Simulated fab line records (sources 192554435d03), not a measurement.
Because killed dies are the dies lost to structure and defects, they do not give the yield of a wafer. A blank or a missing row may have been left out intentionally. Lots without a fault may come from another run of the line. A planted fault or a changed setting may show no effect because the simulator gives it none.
fab line records	flow n5-finfet
record: lots: 24	wafers: 72	last-day: 19
route steps=1938 shown BEOL_M3@1015 BEOL_M4@1034
lots with no fault: from the same line, run without faults
start-h: the number of hours between the record's first day and the start of the first shown wafer of the lot	wait-h: hours elapsed since this lot's preceding step	" unchanged from the row above	L1.1+2: one row covering several wafers at once	- no value, or no start given	* or withheld: withheld	< > ~ a bound
route shown NAME@n: NAME is a module with steps in the file, n the number in the route of the first one	usual: mean/standard deviation taken from wafers without a fault	same: alike in all rows	chamber/n: place in a boat	sites: the reading at each site	_std_site: standard deviation across them	_edge_site: mean of outer sites minus mean of inner sites	radius-mm: for every site, how far away it sits from the centre of the wafer	mask NAME#n: copy n	behind: the last tool/chamber to shape the wafer	hold: cause of the lot's hold/its duration in hours/its outcome	device: which transistor (n, p or np) failed to switch	end of line: the tests these same wafers got at the end of their route	a step with no rows: only its recipe	killed: at the first sort, the dies lost to defects and structure; wafer yield is something else	map: dies across one wafer; x = killed, . = not, _ = none there
set.NAME: the run value of the setting; set.NAME@STEP: its run value at that earlier step	model.NAME: the simulator's own value behind a step, which no gauge read
route steps across a sampled set of lots; one table per step, one row per wafer
services: when a tool's chamber went out of use (start-h, in hours from the record's first day, below 0 if earlier), for how many hours, and the reason
== steps ==
step: N5_BEOL_M3_PRE_CLEAN_60
recipe: gas: NH3/H2	time-s: 15	temp-c: *	rf-power-w: 300
usual: heater-power-w: 87/8.4
lot.wafer	tool	chamber	start-h	wait-h	heater-power-w
L074.1	cvd-co-02	1	183.45	0.0	99
L074.4	"	1	"	"	101
L074.6	"	0	"	"	93
L075.1	cvd-co-01	2	186.47	0.0	90
L075.2	"	1	"	"	83
L075.6	"	1	"	"	79
L078.2	cvd-co-02	0	199.80	0.0	94
L078.3	"	2	"	"	75
L078.6	"	0	"	"	93
L077.4	cvd-co-01	0	212.92	0.1	81
L077.5	"	1	"	"	81
L077.6	"	2	"	"	89
L079.1	cvd-co-01	2	227.02	0.1	91
L079.4	"	1	"	"	80
L079.6	"	2	"	"	90
L080.2	cvd-co-01	1	229.76	0.0	81
L080.4	"	0	"	"	80
L080.5	"	2	"	"	92
L081.1	cvd-co-02	2	233.46	0.0	75
L081.2	"	1	"	"	101
L081.6	"	1	"	"	99
L082.1	cvd-co-02	1	241.86	0.0	98
L082.3	"	2	"	"	73
L082.4	"	1	"	"	100
L083.2	cvd-co-01	2	246.88	0.0	91
L083.3	"	0	"	"	80
L083.6	"	2	"	"	91
L084.1	cvd-co-02	2	259.25	0.0	74
L084.3	"	1	"	"	103
L084.4	"	1	"	"	100
L085.1	cvd-co-02	2	284.84	0.1	75
L085.4	"	2	"	"	75
L085.6	"	0	"	"	92
L087.1	cvd-co-01	1	285.03	0.0	83
L087.2	"	0	"	"	78
L087.5	"	1	"	"	83
L086.2	cvd-co-01	2	286.57	0.0	90
L086.4	"	1	"	"	83
L086.5	"	2	"	"	91
L076.3	cvd-co-02	1	299.49	0.0	99
L076.4	"	1	"	"	99
L076.6	"	0	"	"	93
L089.2	cvd-co-02	1	299.60	0.0	98
L089.3	"	2	"	"	75
L089.5	"	2	"	"	76
L090.2	cvd-co-01	1	302.87	0.0	83
L090.4	"	1	"	"	84
L090.6	"	0	"	"	79
L088.2	cvd-co-02	1	320.52	0.3	100
L088.3	"	2	"	"	78
L088.6	"	2	"	"	75
L091.2	cvd-co-02	1	320.88	0.1	99
L091.5	"	2	"	"	76
L091.6	"	1	"	"	100
L092.1	cvd-co-01	1	328.02	0.0	82
L092.2	"	0	"	"	79
L092.4	"	2	"	"	93
L093.2	cvd-co-01	1	330.05	0.0	85
L093.4	"	2	"	"	95
L093.6	"	0	"	"	81
L094.1	cvd-co-01	0	331.22	0.0	81
L094.3	"	2	"	"	92
L094.4	"	2	"	"	90
L095.2	cvd-co-01	2	333.34	0.0	92
L095.5	"	0	"	"	80
L095.6	"	2	"	"	92
L096.2	cvd-co-02	2	333.44	0.0	75
L096.5	"	0	"	"	91
L096.6	"	2	"	"	75
L097.1	cvd-co-02	2	338.03	0.0	75
L097.5	"	2	"	"	74
L097.6	"	0	"	"	92
step: N5_BEOL_M3_RS_MEAS_58
recipe: thk-meas-gauge: four-point-probe	reads: Co_of_BEOL_M3_CO_CAP_55+Cu_of_BEOL_M3_ECD_50+Co_of_BEOL_M3_CVD_47+TaN_of_BEOL_M3_ALD_84
usual: M3_RS: 0.68/0.036
lot.wafer	tool	chamber	start-h	wait-h	M3_RS[ohm/sq]
L074.1	film-metro-01	-	183.68	0.0	0.64
L074.4	"	-	"	"	0.69
L074.6	"	-	"	"	0.68
L075.1	film-metro-01	-	186.71	0.0	0.68
L075.2	"	-	"	"	0.69
L075.6	"	-	"	"	0.66
L078.2	film-metro-01	-	200.02	0.1	0.63
L078.3	"	-	"	"	0.68
L078.6	"	-	"	"	0.62
L077.4	film-metro-01	-	213.13	0.0	0.66
L077.5	"	-	"	"	0.61
L077.6	"	-	"	"	0.59
L079.1	film-metro-02	-	227.30	0.0	0.65
L079.4	"	-	"	"	0.63
L079.6	"	-	"	"	0.63
L080.2	film-metro-01	-	229.98	0.1	0.69
L080.4	"	-	"	"	0.66
L080.5	"	-	"	"	0.66
L081.1	film-metro-02	-	233.68	0.0	0.67
L081.2	"	-	"	"	0.71
L081.6	"	-	"	"	0.66
L082.1	film-metro-01	-	242.09	0.0	0.65
L082.3	"	-	"	"	0.61
L082.4	"	-	"	"	0.60
L083.2	film-metro-02	-	247.10	0.1	0.67
L083.3	"	-	"	"	0.66
L083.6	"	-	"	"	0.71
L084.1	film-metro-02	-	259.47	0.0	0.68
L084.3	"	-	"	"	0.75
L084.4	"	-	"	"	0.65
L085.1	film-metro-01	-	285.11	0.1	0.70
L085.4	"	-	"	"	0.63
L085.6	"	-	"	"	0.64
L087.1	film-metro-02	-	285.28	0.1	0.66
L087.2	"	-	"	"	0.73
L087.5	"	-	"	"	0.70
L086.2	film-metro-01	-	286.79	0.1	0.65
L086.4	"	-	"	"	0.69
L086.5	"	-	"	"	0.69
L076.3	film-metro-02	-	299.72	0.1	0.65
L076.4	"	-	"	"	0.63
L076.6	"	-	"	"	0.66
L089.2	film-metro-02	-	299.83	0.1	0.73
L089.3	"	-	"	"	0.71
L089.5	"	-	"	"	0.70
L090.2	film-metro-01	-	303.09	0.1	0.64
L090.4	"	-	"	"	0.65
L090.6	"	-	"	"	0.69
L088.2	film-metro-02	-	320.80	0.1	0.70
L088.3	"	-	"	"	0.63
L088.6	"	-	"	"	0.67
L091.2	film-metro-01	-	321.16	0.1	0.73
L091.5	"	-	"	"	0.71
L091.6	"	-	"	"	0.69
L092.1	film-metro-01	-	328.24	0.0	0.67
L092.2	"	-	"	"	0.71
L092.4	"	-	"	"	0.70
L093.2	film-metro-01	-	330.27	0.1	0.71
L093.4	"	-	"	"	0.66
L093.6	"	-	"	"	0.69
L094.1	film-metro-02	-	331.44	0.0	0.77
L094.3	"	-	"	"	0.72
L094.4	"	-	"	"	0.70
L095.2	film-metro-01	-	333.59	0.1	0.73
L095.5	"	-	"	"	0.73
L095.6	"	-	"	"	0.70
L096.2	film-metro-01	-	333.72	0.1	0.66
L096.5	"	-	"	"	0.66
L096.6	"	-	"	"	0.66
L097.1	film-metro-02	-	338.31	0.0	0.70
L097.5	"	-	"	"	0.68
L097.6	"	-	"	"	0.65
step: N5_BEOL_M4_CD_MEAS_11
recipe: target-cd-nm: 16.79	landing-energy-ev: 500	detector: se-inlens	polarity: opening
usual: cd-nm: 16.82/0.22
same: landing-energy-ev: 500
lot.wafer	tool	chamber	start-h	wait-h	cd-nm
L074.1	cd-sem-02	0	184.87	-	16.82
L074.4	"	0	"	"	16.80
L074.6	"	0	"	"	16.55
L075.1	cd-sem-03	0	187.96	-	16.75
L075.2	"	0	"	"	17.29
L075.6	"	0	"	"	16.85
L078.2	cd-sem-01	0	201.71	-	17.13
L078.3	"	0	"	"	16.59
L078.6	"	0	"	"	16.88
L077.4	cd-sem-03	0	214.00	-	16.92
L077.5	"	0	"	"	16.75
L077.6	"	0	"	"	16.97
L079.1	cd-sem-03	0	229.67	-	16.41
L079.4	"	0	"	"	16.99
L079.6	"	0	"	"	16.75
L080.2	cd-sem-01	0	230.83	-	16.64
L080.4	"	0	"	"	17.21
L080.5	"	0	"	"	17.31
L081.1	cd-sem-01	0	235.92	-	16.82
L081.2	"	0	"	"	16.81
L081.6	"	0	"	"	16.72
L082.1	cd-sem-01	0	243.90	-	16.87
L082.3	"	0	"	"	16.90
L082.4	"	0	"	"	16.81
L083.2	cd-sem-02	0	249.45	-	16.82
L083.3	"	0	"	"	16.56
L083.6	"	0	"	"	16.92
L084.1	cd-sem-03	0	262.02	-	16.59
L084.3	"	0	"	"	16.50
L084.4	"	0	"	"	16.92
L085.1	cd-sem-03	0	288.06	-	16.97
L085.4	"	0	"	"	16.92
L085.6	"	0	"	"	16.64
L087.1	cd-sem-01	0	288.29	-	16.84
L087.2	"	0	"	"	17.22
L087.5	"	0	"	"	16.62
L086.2	cd-sem-01	0	288.48	-	16.61
L086.4	"	0	"	"	16.81
L086.5	"	0	"	"	16.39
L076.3	cd-sem-03	0	300.54	-	16.74
L076.4	"	0	"	"	16.83
L076.6	"	0	"	"	16.98
L089.2	cd-sem-01	0	300.58	-	16.31
L089.3	"	0	"	"	16.06
L089.5	"	0	"	"	16.78
L090.2	cd-sem-02	0	303.87	-	16.72
L090.4	"	0	"	"	17.04
L090.6	"	0	"	"	16.89
L088.2	cd-sem-02	0	321.94	-	16.83
L088.3	"	0	"	"	16.95
L088.6	"	0	"	"	16.96
L091.2	cd-sem-03	0	322.87	-	16.86
L091.5	"	0	"	"	17.35
L091.6	"	0	"	"	16.84
L092.1	cd-sem-03	0	330.07	-	16.49
L092.2	"	0	"	"	16.67
L092.4	"	0	"	"	16.63
L093.2	cd-sem-02	0	330.89	-	16.79
L093.4	"	0	"	"	16.88
L093.6	"	0	"	"	17.00
L094.1	cd-sem-01	0	333.39	-	16.92
L094.3	"	0	"	"	16.60
L094.4	"	0	"	"	16.94
L095.2	cd-sem-03	0	335.58	-	17.18
L095.5	"	0	"	"	16.92
L095.6	"	0	"	"	17.05
L096.2	cd-sem-01	0	335.76	-	16.58
L096.5	"	0	"	"	16.86
L096.6	"	0	"	"	16.85
L097.1	cd-sem-02	0	339.46	-	17.16
L097.5	"	0	"	"	16.91
L097.6	"	0	"	"	16.94
step: N5_BEOL_M4_STRIP_66
recipe: chemistry: CF4	resist: SiARC	power-w: 300	bias-power-w: 75	pressure-mtorr: 50	cf4-flow-sccm: 150	rf-frequency-hz: 6e+07
usual: drypump-motor-current-A: 5.8/0.48	oes-product-au: 0.79/0.067	rf-vpp-V: 270.7/1.6	showerhead-plenum-p-Torr: 1.77/0.062	throttle-valve-pct: 13.55/0.22
lot.wafer	tool	chamber	start-h	wait-h	drypump-motor-current-A	oes-product-au	rf-hours-counter-h	rf-vpp-V	showerhead-plenum-p-Torr	throttle-valve-pct
L074.1	rie-diel-05	2	185.20	0.0	5.6	0.73	195	271.8	1.87	13.84
L074.4	"	1	"	"	6.2	0.90	21	270.5	1.76	13.37
L074.6	"	1	"	"	6.2	0.91	-	271.3	1.76	13.37
L075.1	rie-diel-01	1	188.29	0.0	6.4	0.82	53	270.2	1.76	13.26
L075.2	"	0	"	"	6.2	0.76	146	269.6	1.73	13.72
L075.6	"	0	"	"	6.2	0.77	-	270.0	1.73	13.71
L078.2	rie-diel-05	1	202.04	0.0	6.2	0.89	26	270.7	1.76	13.39
L078.3	"	0	"	"	5.4	0.83	64	272.3	1.83	13.49
L078.6	"	2	"	"	5.6	0.73	-	271.7	1.87	13.84
L077.4	rie-diel-03	2	214.34	0.0	6.7	0.82	69	272.4	1.82	13.66
L077.5	"	1	"	"	6.5	0.84	-	273.0	1.82	13.35
L077.6	"	2	"	"	6.7	0.82	-	271.3	1.82	13.66
L079.1	rie-diel-03	1	230.12	0.0	6.5	0.83	58	272.5	1.82	13.37
L079.4	"	2	"	"	6.7	0.81	-	271.9	1.82	13.68
L079.6	"	1	"	"	6.5	0.84	-	271.3	1.82	13.37
L080.2	rie-diel-05	1	231.17	0.0	6.2	0.88	35	270.1	1.76	13.39
L080.4	"	1	"	"	6.2	0.88	-	270.0	1.76	13.41
L080.5	"	0	"	"	5.3	0.82	-	271.5	1.83	13.50
L081.1	rie-diel-05	0	236.44	0.0	5.4	0.81	73	271.8	1.82	13.51
L081.2	"	3	"	"	5.6	0.89	22	270.5	1.76	13.18
L081.6	"	1	"	"	6.1	0.88	-	270.5	1.76	13.40
L082.1	rie-diel-05	3	244.30	0.0	5.5	0.89	24	271.6	1.76	13.19
L082.3	"	0	"	"	5.4	0.81	75	271.5	1.83	13.49
L082.4	"	1	"	"	6.2	0.88	37	268.7	1.76	13.40
L083.2	rie-diel-05	2	249.79	0.0	5.6	0.72	212	272.5	1.86	13.86
L083.3	"	1	"	"	6.2	0.88	38	269.3	1.76	13.40
L083.6	"	2	"	"	5.6	0.72	-	273.1	1.86	13.87
L084.1	rie-diel-05	1	262.36	0.0	6.2	0.87	42	271.5	1.76	13.42
L084.3	"	0	"	"	5.3	0.81	79	272.6	1.82	13.52
L084.4	"	3	"	"	5.5	0.88	28	270.1	1.76	13.20
L085.1	rie-diel-01	3	288.68	0.0	5.1	0.73	198	268.2	1.64	13.54
L085.4	"	1	"	"	6.4	0.78	84	270.8	1.75	13.29
L085.6	"	3	"	"	5.1	0.72	-	268.4	1.64	13.54
L087.1	rie-diel-05	0	288.72	0.0	5.3	0.81	83	273.0	1.82	13.52
L087.2	"	1	"	"	6.2	0.86	46	269.5	1.76	13.44
L087.5	"	1	"	"	6.2	0.86	-	269.2	1.76	13.43
L086.2	rie-diel-01	3	289.08	0.0	5.1	0.72	198	267.8	1.64	13.56
L086.4	"	1	"	"	6.4	0.79	84	269.8	1.75	13.32
L086.5	"	2	"	"	5.4	0.68	-	272.1	1.83	13.81
L076.3	rie-diel-03	2	300.87	0.0	6.7	0.78	93	273.5	1.81	13.71
L076.4	"	3	"	"	5.6	0.92	14	271.6	1.83	13.64
L076.6	"	3	"	"	5.6	0.91	-	272.2	1.84	13.62
L089.2	rie-diel-01	3	300.92	0.0	5.1	0.72	201	267.2	1.64	13.54
L089.3	"	1	"	"	6.4	0.77	88	270.7	1.75	13.32
L089.5	"	0	"	"	6.2	0.74	-	270.0	1.72	13.77
L090.2	rie-diel-01	1	304.20	0.0	6.4	0.77	89	269.9	1.75	13.33
L090.4	"	2	"	"	5.4	0.69	242	271.2	1.83	13.84
L090.6	"	3	"	"	5.1	0.71	-	265.9	1.64	13.55
L088.2	rie-diel-03	3	322.40	0.0	5.6	0.90	19	272.8	1.83	13.64
L088.3	"	1	"	"	6.5	0.80	82	272.4	1.81	13.40
L088.6	"	3	"	"	5.6	0.90	-	271.5	1.83	13.66
L091.2	rie-diel-05	1	323.21	0.0	6.2	0.85	54	272.4	1.76	13.46
L091.5	"	2	"	"	5.6	0.71	-	272.5	1.86	13.92
L091.6	"	3	"	"	5.5	0.85	-	270.3	1.76	13.24
L092.1	rie-diel-05	2	330.85	0.0	5.6	0.71	234	270.1	1.86	13.92
L092.2	"	0	"	"	5.4	0.79	95	270.8	1.82	13.54
L092.4	"	3	"	"	5.5	0.84	47	271.3	1.76	13.26
L093.2	rie-diel-05	0	332.10	0.0	5.4	0.79	96	271.8	1.82	13.55
L093.4	"	3	"	"	5.6	0.85	47	268.2	1.76	13.25
L093.6	"	3	"	"	5.6	0.85	-	269.9	1.76	13.26
L094.1	rie-diel-01	3	333.89	0.0	5.1	0.71	213	268.4	1.63	13.57
L094.3	"	1	"	"	6.4	0.77	100	269.3	1.75	13.35
L094.4	"	3	"	"	5.1	0.72	-	267.6	1.63	13.58
L095.2	rie-diel-05	2	336.30	0.0	5.6	0.70	237	273.1	1.86	13.91
L095.5	"	3	"	"	5.5	0.85	-	270.4	1.76	13.25
L095.6	"	2	"	"	5.6	0.71	-	271.7	1.86	13.92
L096.2	rie-diel-01	1	336.36	0.0	6.4	0.75	102	271.6	1.75	13.36
L096.5	"	1	"	"	6.4	0.77	-	271.2	1.75	13.35
L096.6	"	0	"	"	6.2	0.73	-	268.8	1.71	13.82
L097.1	rie-diel-01	1	339.88	0.0	6.5	0.77	103	270.3	1.75	13.34
L097.5	"	0	"	"	6.2	0.72	-	269.9	1.71	13.82
L097.6	"	1	"	"	6.5	0.76	-	269.7	1.75	13.34
step: N5_BEOL_M4_SPUTTER_88
recipe: material: Cu	target-thk-a: 45	temp-c: -20	chamber-pressure-pa: 0.07	power-w: withheld	time-s: 8.29
usual: throttle-valve-pct: 30.2/0.76
lot.wafer	tool	chamber	start-h	wait-h	throttle-valve-pct
L074.1	pvd-sputter-03	-	190.82	0.1	29.6
L074.4	"	-	"	"	30.9
L074.6	"	-	"	"	31.1
L075.1	pvd-sputter-03	-	195.46	0.1	30.3
L075.2	"	-	"	"	29.5
L075.6	"	-	"	"	29.4
L078.2	pvd-sputter-03	-	237.48	0.1	29.5
L078.3	"	-	"	"	29.7
L078.6	"	-	"	"	30.2
L077.4	pvd-sputter-02	-	242.00	0.1	30.9
L077.5	"	-	"	"	29.0
L077.6	"	-	"	"	30.4
L079.1	pvd-sputter-03	-	260.59	0.1	31.1
L079.4	"	-	"	"	30.5
L079.6	"	-	"	"	30.2
L080.2	pvd-sputter-03	-	262.71	0.1	29.6
L080.4	"	-	"	"	29.5
L080.5	"	-	"	"	29.6
L081.1	pvd-sputter-03	-	267.37	0.1	30.8
L081.2	"	-	"	"	29.6
L081.6	"	-	"	"	29.3
L082.1	pvd-sputter-03	-	274.33	0.1	30.1
L082.3	"	-	"	"	29.6
L082.4	"	-	"	"	29.8
L083.2	pvd-sputter-01	-	279.93	0.1	31.0
L083.3	"	-	"	"	29.3
L083.6	"	-	"	"	29.3
L084.1	pvd-sputter-01	-	289.59	0.1	28.9
L084.3	"	-	"	"	31.0
L084.4	"	-	"	"	31.3
L085.1	pvd-sputter-03	-	293.24	0.1	31.0
L085.4	"	-	"	"	29.6
L085.6	"	-	"	"	30.3
L087.1	pvd-sputter-02	-	294.48	0.1	30.2
L087.2	"	-	"	"	30.8
L087.5	"	-	"	"	30.4
L086.2	pvd-sputter-01	-	298.05	0.1	29.2
L086.4	"	-	"	"	31.0
L086.5	"	-	"	"	30.7
L076.3	pvd-sputter-02	-	304.82	0.1	30.4
L076.4	"	-	"	"	30.6
L076.6	"	-	"	"	31.3
L089.2	pvd-sputter-02	-	307.82	0.1	30.4
L089.3	"	-	"	"	31.1
L089.5	"	-	"	"	30.7
L090.2	pvd-sputter-01	-	313.82	0.1	29.1
L090.4	"	-	"	"	29.5
L090.6	"	-	"	"	29.2
L091.2	pvd-sputter-01	-	327.67	0.1	31.2
L091.5	"	-	"	"	31.2
L091.6	"	-	"	"	31.2
L088.2	pvd-sputter-02	-	331.92	0.1	30.3
L088.3	"	-	"	"	30.7
L088.6	"	-	"	"	30.3
L092.1	pvd-sputter-01	-	337.35	0.1	29.6
L092.2	"	-	"	"	31.2
L092.4	"	-	"	"	31.0
L093.2	pvd-sputter-02	-	337.63	0.1	30.9
L093.4	"	-	"	"	31.1
L093.6	"	-	"	"	30.6
L094.1	pvd-sputter-01	-	340.33	0.1	29.7
L094.3	"	-	"	"	30.8
L094.4	"	-	"	"	29.1
L095.2	pvd-sputter-03	-	340.54	0.1	29.8
L095.5	"	-	"	"	29.6
L095.6	"	-	"	"	29.7
L096.2	pvd-sputter-01	-	342.17	0.1	31.3
L096.5	"	-	"	"	29.5
L096.6	"	-	"	"	29.2
L097.1	pvd-sputter-02	-	345.06	0.1	30.9
L097.5	"	-	"	"	29.0
L097.6	"	-	"	"	31.0
step: N5_BEOL_M4_SPUTTER_92
recipe: material: Cu	target-thk-a: 45	temp-c: -20	chamber-pressure-pa: 0.07	power-w: withheld	time-s: 8.29
usual: throttle-valve-pct: 30.2/0.75
lot.wafer	tool	chamber	start-h	wait-h	throttle-valve-pct
L074.1	pvd-sputter-03	-	191.26	0.1	29.4
L074.4	"	-	"	"	30.8
L074.6	"	-	"	"	30.9
L075.1	pvd-sputter-03	-	195.90	0.1	30.1
L075.2	"	-	"	"	29.4
L075.6	"	-	"	"	29.6
L078.2	pvd-sputter-03	-	237.92	0.1	29.4
L078.3	"	-	"	"	30.0
L078.6	"	-	"	"	30.1
L077.4	pvd-sputter-02	-	242.44	0.1	31.0
L077.5	"	-	"	"	29.0
L077.6	"	-	"	"	30.3
L079.1	pvd-sputter-03	-	261.03	0.1	31.5
L079.4	"	-	"	"	30.0
L079.6	"	-	"	"	30.3
L080.2	pvd-sputter-03	-	263.15	0.1	29.6
L080.4	"	-	"	"	29.6
L080.5	"	-	"	"	29.6
L081.1	pvd-sputter-03	-	267.81	0.1	30.9
L081.2	"	-	"	"	29.8
L081.6	"	-	"	"	29.5
L082.1	pvd-sputter-03	-	274.77	0.1	30.3
L082.3	"	-	"	"	29.6
L082.4	"	-	"	"	29.6
L083.2	pvd-sputter-01	-	280.37	0.1	31.5
L083.3	"	-	"	"	29.5
L083.6	"	-	"	"	29.1
L084.1	pvd-sputter-01	-	290.03	0.1	29.3
L084.3	"	-	"	"	31.0
L084.4	"	-	"	"	31.0
L085.1	pvd-sputter-03	-	293.68	0.1	30.9
L085.4	"	-	"	"	29.7
L085.6	"	-	"	"	30.0
L087.1	pvd-sputter-02	-	294.92	0.1	30.5
L087.2	"	-	"	"	30.7
L087.5	"	-	"	"	30.5
L086.2	pvd-sputter-01	-	298.49	0.1	29.4
L086.4	"	-	"	"	30.8
L086.5	"	-	"	"	30.9
L076.3	pvd-sputter-02	-	305.26	0.1	30.4
L076.4	"	-	"	"	30.6
L076.6	"	-	"	"	31.4
L089.2	pvd-sputter-02	-	308.26	0.1	30.2
L089.3	"	-	"	"	30.7
L089.5	"	-	"	"	30.4
L090.2	pvd-sputter-01	-	314.26	0.1	29.1
L090.4	"	-	"	"	29.4
L090.6	"	-	"	"	29.1
L091.2	pvd-sputter-01	-	328.11	0.1	30.9
L091.5	"	-	"	"	31.3
L091.6	"	-	"	"	30.9
L088.2	pvd-sputter-02	-	332.36	0.1	30.4
L088.3	"	-	"	"	31.0
L088.6	"	-	"	"	30.5
L092.1	pvd-sputter-01	-	337.79	0.1	29.3
L092.2	"	-	"	"	30.5
L092.4	"	-	"	"	30.9
L093.2	pvd-sputter-02	-	338.07	0.1	31.1
L093.4	"	-	"	"	31.0
L093.6	"	-	"	"	30.7
L094.1	pvd-sputter-01	-	340.77	0.1	29.7
L094.3	"	-	"	"	30.8
L094.4	"	-	"	"	29.3
L095.2	pvd-sputter-03	-	340.98	0.1	29.4
L095.5	"	-	"	"	29.8
L095.6	"	-	"	"	29.4
L096.2	pvd-sputter-01	-	342.61	0.1	31.2
L096.5	"	-	"	"	29.4
L096.6	"	-	"	"	29.1
L097.1	pvd-sputter-02	-	345.50	0.1	30.7
L097.5	"	-	"	"	29.1
L097.6	"	-	"	"	31.0
== services ==
tool	chamber	start-h	hours	kind
pvd-sputter-03	-	205.12	1.6	repair
cvd-co-02	-	223.15	3.8	pm
rie-diel-03	3	227.88	-	clean
rie-diel-03	3	227.88	-	consumable-replace:focus-ring
rie-diel-03	3	227.88	18.7	scheduled-down
rie-diel-03	3	227.88	18.7	vent-cycle
rie-diel-05	2	229.83	7.1	repair
pvd-sputter-01	-	237.91	1.1	repair
cvd-co-01	-	269.08	2.8	pm
cvd-co-02	-	271.83	6.9	pm
cvd-co-01	-	289.41	7.4	repair
cvd-co-01	-	303.92	14.6	pm
cvd-co-02	0	312.38	18.0	repair
cvd-co-01	-	318.52	6.9	pm
rie-diel-03	-	322.81	14.6	pm
rie-diel-01	2	329.64	-	clean
rie-diel-01	2	329.64	-	consumable-replace:focus-ring
rie-diel-01	2	329.64	14.3	scheduled-down
rie-diel-01	2	329.64	14.3	vent-cycle
cvd-co-02	1	333.41	-	clean
cvd-co-02	1	333.41	22.0	scheduled-down
cvd-co-02	1	333.41	22.0	vent-cycle
rie-diel-01	1	341.15	22.0	repair
== key ==
fault none
